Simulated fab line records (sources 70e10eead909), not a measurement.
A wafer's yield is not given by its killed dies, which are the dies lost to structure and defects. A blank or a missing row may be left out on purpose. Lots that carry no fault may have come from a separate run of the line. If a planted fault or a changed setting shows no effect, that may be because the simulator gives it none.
fab line records + flow nand-harc
record:
- lots: 6
- wafers: 18
- last-day: 24
route steps=1159 shown P_BONDPAD@355 END@1159
lots with no fault: from the same line, run without faults
start-h: hours from the record's opening day to when the first of the lot's shown wafers began + wait-h: hours elapsed since this lot's preceding step + " identical to the entry in the row above + L1.1+2: a single row standing in for several wafers + - either no value or no given start + * or withheld: withheld + < > ~ a bound
route shown NAME@n: NAME is a module with steps in the file, n the number in the route of the first one + usual: mean/standard deviation taken from wafers without a fault + same: alike in all rows + chamber/n: place in a boat + sites: the reading at each site + _std_site: standard deviation of those values + _edge_site: inner sites' mean taken away from outer sites' mean + radius-mm: how far each site lies from the wafer's centre + mask NAME#n: copy n + behind: the most recent tool/chamber to have shaped the wafer + hold: reason for holding the lot/hours on hold/outcome of the hold + device: transistor that didn't switch, given as n, p or np + end of line: the same wafers' tests at the end of the route + for a step that has no rows: nothing shown but its recipe + killed: the dies lost at the first sort to structure and to defects; this is not the yield of the wafer + map: dies across one wafer; x = killed, . = not, _ = none there
set.NAME: setting as actually run; set.NAME@STEP: the setting as run at that earlier step + model.NAME: the simulator's own value behind a step, which no gauge read
lots at selected steps of the route; one table per step, one row per wafer
services: a tool's chamber out of use, with start hour (start-h, from the record's first day; less than 0 if before it), hours out, and reason
== steps ==
step: NHARC_P_BONDPAD_DEHYDRATE_01
recipe:
- temp-c: 150
- time-s: 120
step: NHARC_P_BONDPAD_HMDS_02
recipe:
- time-s: 30
step: NHARC_P_BONDPAD_COAT_36
recipe:
- temp-c: 200
- time-s: 65
step: NHARC_P_BONDPAD_COAT_03
recipe:
- spin-rpm: 2000
- resist-thk-nm: 600
step: NHARC_P_BONDPAD_SOFTBAKE_04
recipe:
- temp-c: 125
- time-s: 70
step: NHARC_P_BONDPAD_EBR_05
step: NHARC_P_BONDPAD_EXPOSE_06
recipe:
- na: 0.55
- dose-mj: 37.06
- mask-id: P_BPAD
step: NHARC_P_BONDPAD_PEB_07
recipe:
- peb-temp-c: 128
- peb-time-s: 80
step: NHARC_P_BONDPAD_DEVELOP_08
recipe:
- time-s: 50
- dev-temp-c: 22
step: NHARC_P_BONDPAD_CD_MEAS_09
recipe:
- target-cd-nm: 500
- landing-energy-ev: 500
usual:
- cd-nm: 500.1/2.4
| lot.wafer | tool      | chamber | start-h | wait-h | cd-nm |
|-----------|-----------|---------|---------|--------|-------|
| L991.3    | cd-sem-02 | 0       | 137.79  | -      | 498.2 |
| L991.4    | "         | 0       | "       | "      | 498.7 |
| L991.6    | "         | 0       | "       | "      | 498.9 |
| L992.2    | cd-sem-01 | 0       | 138.62  | -      | 497.0 |
| L992.3    | "         | 0       | "       | "      | 499.3 |
| L992.5    | "         | 0       | "       | "      | 497.8 |
| L109.4    | cd-sem-03 | 0       | 233.96  | -      | 499.2 |
| L109.5    | "         | 0       | "       | "      | 501.2 |
| L109.6    | "         | 0       | "       | "      | 498.8 |
| L110.1    | cd-sem-02 | 0       | 237.50  | -      | 497.8 |
| L110.4    | "         | 0       | "       | "      | 497.6 |
| L110.5    | "         | 0       | "       | "      | 499.8 |
| L111.1    | cd-sem-03 | 0       | 244.87  | -      | 500.6 |
| L111.3    | "         | 0       | "       | "      | 498.6 |
| L111.6    | "         | 0       | "       | "      | 502.5 |
| L114.1    | cd-sem-03 | 0       | 261.36  | -      | 500.7 |
| L114.2    | "         | 0       | "       | "      | 500.9 |
| L114.5    | "         | 0       | "       | "      | 504.7 |
step: NHARC_P_BONDPAD_OVL_MEAS_38
usual:
- overlay-x-nm: 1/6.3
- overlay-y-nm: -1/4.6
| lot.wafer | tool       | chamber | start-h | wait-h | overlay-x-nm | overlay-y-nm |
|-----------|------------|---------|---------|--------|--------------|--------------|
| L991.3    | overlay-01 | -       | 137.88  | -      | -8           | -1           |
| L991.4    | "          | -       | "       | "      | -8           | -1           |
| L991.6    | "          | -       | "       | "      | -8           | -1           |
| L992.2    | overlay-01 | -       | 138.70  | -      | 13           | -2           |
| L992.3    | "          | -       | "       | "      | 13           | -2           |
| L992.5    | "          | -       | "       | "      | 13           | -2           |
| L109.4    | overlay-02 | -       | 234.05  | -      | 1            | -2           |
| L109.5    | "          | -       | "       | "      | 2            | -1           |
| L109.6    | "          | -       | "       | "      | 1            | -1           |
| L110.1    | overlay-01 | -       | 237.59  | -      | 2            | -5           |
| L110.4    | "          | -       | "       | "      | 2            | -6           |
| L110.5    | "          | -       | "       | "      | 3            | -5           |
| L111.1    | overlay-01 | -       | 244.96  | -      | -2           | 6            |
| L111.3    | "          | -       | "       | "      | -2           | 5            |
| L111.6    | "          | -       | "       | "      | -2           | 6            |
| L114.1    | overlay-02 | -       | 261.45  | -      | -5           | -3           |
| L114.2    | "          | -       | "       | "      | -4           | -2           |
| L114.5    | "          | -       | "       | "      | -5           | -3           |
step: NHARC_P_BONDPAD_HARDBAKE_10
recipe:
- temp-c: 118
- time-s: 65
step: NHARC_P_BONDPAD_DESCUM_11
recipe:
- time-s: 3
- o2-flow-sccm: 200
- ar-flow-sccm: 0
- bias-power-w: 0
- chemistry: O2
usual:
- drypump-motor-current-A: 5.62/0.21
- oes-product-au: 1.001/0.011
- rf-vpp-V: 57.7/0.89
- run-length-s: 23.9/0.31
- showerhead-plenum-p-Torr: 1.88/0.07
- throttle-valve-pct: 11.311/0.0094
| lot.wafer | tool        | chamber | start-h | wait-h | drypump-motor-current-A | oes-product-au | rf-hours-counter-h | rf-vpp-V | run-length-s | showerhead-plenum-p-Torr | throttle-valve-pct |
|-----------|-------------|---------|---------|--------|-------------------------|----------------|--------------------|----------|--------------|--------------------------|--------------------|
| L991.3    | rie-diel-13 | 0       | 138.00  | -      | 5.56                    | 1.009          | 2                  | 57.3     | 24.3         | 1.98                     | 11.295             |
| L991.4    | "           | 1       | "       | "      | 5.60                    | 0.997          | 2                  | 58.6     | 24.3         | 1.90                     | 11.310             |
| L991.6    | "           | 0       | "       | "      | 5.58                    | 0.993          | -                  | 57.7     | 24.6         | 1.98                     | 11.317             |
| L992.3    | rie-diel-13 | 1       | 138.87  | -      | 5.64                    | 0.997          | 2                  | 58.2     | 23.6         | 1.90                     | 11.310             |
| L992.2    | "           | 2       | "       | "      | 5.79                    | 1.023          | 2                  | 57.9     | 24.3         | 1.79                     | 11.320             |
| L992.5    | "           | 1       | "       | "      | 5.66                    | 1.002          | -                  | 57.6     | 23.5         | 1.90                     | 11.311             |
| L109.4    | rie-diel-13 | 0       | 234.20  | -      | 5.59                    | 0.992          | 11                 | 55.3     | 25.7         | 1.97                     | 11.305             |
| L109.5    | "           | 1       | "       | "      | 5.64                    | 0.995          | -                  | 58.3     | 25.2         | 1.89                     | 11.304             |
| L109.6    | "           | 2       | "       | "      | 5.82                    | 0.995          | -                  | 57.4     | 25.5         | 1.79                     | 11.313             |
| L110.1    | rie-diel-01 | 2       | 237.72  | -      | 5.72                    | 1.018          | 36                 | 56.9     | 23.9         | 1.77                     | 11.310             |
| L110.4    | "           | 0       | "       | "      | 5.66                    | 1.011          | 33                 | 57.6     | 23.4         | 1.93                     | 11.324             |
| L110.5    | "           | 3       | "       | "      | 5.96                    | 0.981          | -                  | 57.2     | 23.5         | 1.81                     | 11.319             |
| L111.1    | rie-diel-13 | 0       | 245.10  | -      | 5.56                    | 0.998          | 12                 | 57.3     | 25.6         | 1.97                     | 11.299             |
| L111.3    | "           | 1       | "       | "      | 5.63                    | 0.998          | 12                 | 56.2     | 25.5         | 1.89                     | 11.319             |
| L111.6    | "           | 3       | "       | "      | 5.33                    | 1.010          | -                  | 57.7     | 25.7         | 1.92                     | 11.294             |
| L114.1    | rie-diel-01 | 3       | 261.58  | -      | 5.98                    | 0.981          | 40                 | 57.3     | 23.5         | 1.81                     | 11.319             |
| L114.2    | "           | 1       | "       | "      | 5.40                    | 0.998          | 38                 | 57.3     | 23.6         | 1.80                     | 11.312             |
| L114.5    | "           | 0       | "       | "      | 5.66                    | 1.023          | -                  | 56.8     | 23.4         | 1.93                     | 11.305             |
step: NHARC_P_BONDPAD_ETCH_37
recipe:
- target-depth-a: 600
- overetch-a: 180
- time-s: 65.91
- ion-energy-ev: 200
- n2-flow-sccm: 150
- h2-flow-sccm: 150
- ar-flow-sccm: 0
- rf-w: 400
- bias-w: 150
- chemistry: N2/H2
usual:
- drypump-motor-current-A: 5.63/0.21
- oes-product-au: 1.003/0.01
- rf-vpp-V: 429.4/2.2
- showerhead-plenum-p-Torr: 2.00/0.076
- throttle-valve-pct: 14.173/0.009
| lot.wafer | tool        | chamber | start-h | wait-h | drypump-motor-current-A | oes-product-au | rf-hours-counter-h | rf-vpp-V | showerhead-plenum-p-Torr | throttle-valve-pct |
|-----------|-------------|---------|---------|--------|-------------------------|----------------|--------------------|----------|--------------------------|--------------------|
| L991.4    | rie-diel-13 | 3       | 138.13  | 0.1    | 5.31                    | 1.018          | 2                  | 431.5    | 2.05                     | 14.159             |
| L991.3    | "           | 1       | "       | "      | 5.64                    | 0.992          | 2                  | 428.2    | 2.02                     | 14.162             |
| L991.6    | "           | 3       | "       | "      | 5.32                    | 1.007          | -                  | 430.2    | 2.05                     | 14.175             |
| L992.2    | rie-diel-13 | 2       | 138.97  | 0.1    | 5.81                    | 0.999          | 2                  | 427.5    | 1.91                     | 14.164             |
| L992.3    | "           | 1       | "       | "      | 5.63                    | 0.993          | 2                  | 430.1    | 2.02                     | 14.190             |
| L992.5    | "           | 3       | "       | "      | 5.30                    | 1.004          | -                  | 431.6    | 2.05                     | 14.183             |
| L109.4    | rie-diel-13 | 3       | 234.27  | 0.1    | 5.30                    | 0.998          | 11                 | 428.3    | 2.05                     | 14.164             |
| L109.6    | "           | 1       | "       | "      | 5.66                    | 0.995          | -                  | 429.3    | 2.02                     | 14.173             |
| L109.5    | "           | 2       | "       | "      | 5.82                    | 1.011          | -                  | 428.7    | 1.90                     | 14.174             |
| L110.1    | rie-diel-01 | 3       | 237.80  | 0.1    | 5.98                    | 0.986          | 29                 | 427.5    | 1.93                     | 14.175             |
| L110.4    | "           | 0       | "       | "      | 5.66                    | 1.012          | 33                 | 429.8    | 2.06                     | 14.171             |
| L110.5    | "           | 3       | "       | "      | 5.97                    | 0.984          | -                  | 426.5    | 1.93                     | 14.179             |
| L111.1    | rie-diel-13 | 3       | 245.17  | 0.1    | 5.32                    | 0.999          | 12                 | 431.3    | 2.05                     | 14.174             |
| L111.3    | "           | 1       | "       | "      | 5.63                    | 0.991          | 12                 | 430.0    | 2.02                     | 14.169             |
| L111.6    | "           | 0       | "       | "      | 5.54                    | 0.998          | -                  | 431.2    | 2.11                     | 14.167             |
| L114.2    | rie-diel-01 | 3       | 261.66  | 0.1    | 5.95                    | 0.990          | 40                 | 428.3    | 1.92                     | 14.160             |
| L114.1    | "           | 1       | "       | "      | 5.35                    | 1.008          | 38                 | 427.1    | 1.92                     | 14.161             |
| L114.5    | "           | 0       | "       | "      | 5.66                    | 1.019          | -                  | 429.7    | 2.06                     | 14.188             |
step: NHARC_END_SORT_01
recipe:
- temp-c: 25
usual:
- defect-limited-yield: 95.3/1.7
- killed-at-array: 28/11
- killed-at-other: 0.8/1.1
- killed-at-periphery: 3.3/2.8
- killed-dies: 32/11
- killed-open: 3.3/1.9
- killed-short: 1.9/1.4
- sort_bin_2_pct: 1.4/0.68
- sort_bin_3_pct: 0.25/0.24
- sort_bin_4_pct: 3.0/1.1
- sort-n-pass: 645/11
- sort-rim-yield-pct: 95.3/2.5
- sort-yield-pct: 95.3/1.7
same:
- gross-dies: 677
- sort_bin_5_pct[%]: 0
- sort_bin_6_pct[%]: 0
- sort_bin_7_pct[%]: 0
- sort_bin_8_pct[%]: 0
- sort-rim-n-gross: 106.00
| lot.wafer | tool      | chamber | start-h | wait-h | defect-limited-yield[%] | killed-at-array | killed-at-other | killed-at-periphery | killed-dies | killed-open | killed-short | sort_bin_2_pct[%] | sort_bin_3_pct[%] | sort_bin_4_pct[%] | sort-n-pass | sort-rim-yield-pct[%] | sort-yield-pct[%] |
|-----------|-----------|---------|---------|--------|-------------------------|-----------------|-----------------|---------------------|-------------|-------------|--------------|-------------------|-------------------|-------------------|-------------|-----------------------|-------------------|
| L111.1    | prober-02 | 0       | 576.44  | 2.4    | 94.7                    | 34              | 1               | 1                   | 36          | 4           | 3            | 2.1               | 0.44              | 2.8               | 641         | 91.5                  | 94.7              |
| L111.3    | prober-02 | 0       | 578.03  | 3.1    | 95.7                    | 26              | 1               | 2                   | 29          | 6           | 2            | 1.0               | 0.15              | 3.1               | 648         | 90.6                  | 95.7              |
| L111.6    | prober-02 | 0       | 580.43  | 4.0    | 95.1                    | 28              | 2               | 3                   | 33          | 7           | 2            | 2.1               | 0                 | 2.8               | 644         | 91.5                  | 95.1              |
killed by level:class
L111.1 A_SLIT:chamber-film-flake=16 A_CHANNEL_HOLE_D1:chamber-film-flake=7 A_STAIRCASE:chamber-film-flake=3 A_CHANNEL_FILL_D1:geometric-particle:short=2 A_CONTACT:chamber-film-flake=2 P_CONTACT:geometric-particle:open=1 A_ONON_D1:geometric-particle:open=1 A_WL_FILL:geometric-particle:short=1
L111.3 A_SLIT:chamber-film-flake=14 A_CHANNEL_HOLE_D1:chamber-film-flake=4 P_M1:geometric-particle:open=1 A_ONON_D1:geometric-particle:open=1 A_CHANNEL_FILL_D1:geometric-particle:short=1 A_WL_FILL:geometric-particle:open=1 A_WL_FILL:geometric-particle:short=1 A_CONTACT:geometric-particle:open=1
L111.6 A_SLIT:chamber-film-flake=15 A_CHANNEL_HOLE_D1:chamber-film-flake=4 A_M0:geometric-particle:open=3 STARTING-WAFER:geometric-particle:open=2 A_STAIRCASE:chamber-film-flake=2 A_CONTACT:chamber-film-flake=2 P_GATE:geometric-particle:open=1 P_M1:geometric-particle:short=1
== services ==
| tool        | chamber | start-h | hours | kind   |
|-------------|---------|---------|-------|--------|
| rie-diel-13 | 0       | 132.51  | -     | clean  |
| rie-diel-13 | 1       | 132.51  | -     | clean  |
| rie-diel-13 | 2       | 132.51  | -     | clean  |
| rie-diel-13 | 3       | 132.51  | -     | clean  |
| rie-diel-01 | -       | 137.85  | 9.0   | pm     |
| rie-diel-01 | -       | 152.35  | 4.5   | repair |
| rie-diel-13 | 0       | 157.01  | -     | clean  |
| rie-diel-13 | 1       | 157.01  | -     | clean  |
| rie-diel-13 | 2       | 157.01  | -     | clean  |
| rie-diel-13 | 3       | 157.01  | -     | clean  |
| rie-diel-01 | 0       | 159.23  | 6.3   | repair |
| rie-diel-01 | 1       | 179.86  | 7.3   | repair |
| rie-diel-13 | 0       | 181.51  | -     | clean  |
| rie-diel-13 | 1       | 181.51  | -     | clean  |
| rie-diel-13 | 2       | 181.51  | -     | clean  |
| rie-diel-13 | 3       | 181.51  | -     | clean  |
| rie-diel-13 | 0       | 206.01  | -     | clean  |
| rie-diel-13 | 1       | 206.01  | -     | clean  |
| rie-diel-13 | 2       | 206.01  | -     | clean  |
| rie-diel-13 | 3       | 206.01  | -     | clean  |
| rie-diel-01 | 1       | 215.95  | 7.9   | repair |
| rie-diel-01 | 3       | 219.31  | 15.7  | repair |
| rie-diel-13 | -       | 237.10  | 0.2   | repair |
| rie-diel-13 | 1       | 251.98  | 7.7   | repair |
== key ==
first-sign:
- step: NHARC_P_BONDPAD_DESCUM_11
- reading: run-length-s
- direction: up
- sigmas: 5.2
- usual: *
- struck: *
effect none on later readings
met-at NHARC_P_BONDPAD_DESCUM_11
struck-wafers L109.4,L109.5,L109.6,L111.1,L111.3,L111.6
onset-between 138.87 234.20
fault:
- kind: process-parameter-drift
- tool: rie-diel-13
- chamber: -
- onset-h: 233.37
- steps: NHARC_P_BONDPAD_DESCUM_11
- channel: time-s
- offset: *
- shape: step
- end-h: 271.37
- acts-in: *
- stated: *
